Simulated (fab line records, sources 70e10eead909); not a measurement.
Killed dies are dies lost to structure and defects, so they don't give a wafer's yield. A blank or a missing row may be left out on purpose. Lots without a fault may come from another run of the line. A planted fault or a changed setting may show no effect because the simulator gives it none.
Chamber matching | flow nand_harc | NHARC_A_STAIRCASE_DEP_322 on pecvd-03: 3 sister chambers
The step deposits SiO2, target thk 3800 nm. 6 wafers are shown with their chamber, then 8 later ones without.

WAFERS WITH THEIR CHAMBER
wafer  | chamber | heater_power_w (W)
L076.5 | 2       | 600
L081.1 | 2       | 713
L087.5 | 0       | 533
L086.2 | 0       | 535
L086.6 | 1       | 660
L089.1 | 1       | 790

WAFERS WITHOUT THEIR CHAMBER
wafer  | heater_power_w (W)
L089.3 | 685
L089.6 | 528
L091.1 | 694
L091.2 | 618
L091.3 | 766
L094.2 | 713
L094.4 | 512
L094.5 | 681

WHICH CHAMBER EACH WENT THROUGH
wafer  | from the rows above          | in truth
L089.3 | can't be placed: 2 or 1 or 0 | 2
L089.6 | can't be placed: 0 or 2      | 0
L091.1 | can't be placed: 1 or 2 or 0 | 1
L091.2 | can't be placed: 2 or 0 or 1 | 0
L091.3 | can't be placed: 1 or 2      | 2
L094.2 | can't be placed: 1 or 2      | 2
L094.4 | can't be placed: 0 or 2      | 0
L094.5 | can't be placed: 2 or 1 or 0 | 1
Placed correctly: 0 of 8. Can't be placed from these rows: 8 (the true chamber is among the candidates in 8). Placed wrongly: 0.
How it was worked out, from the rows above alone: a wafer's distance from a chamber is the root of the sum, over the readings, of the square of ((its reading less the chamber's mean) divided by the reading's scatter). The wafer belongs to the nearest chamber; if the next one is less than 2 further off, it can't be placed. A chamber's mean is the mean of its shown wafers. The scatter: the root of (the sum of the squares of (reading less its chamber's mean) over the shown wafers, divided by (wafers less chambers)).
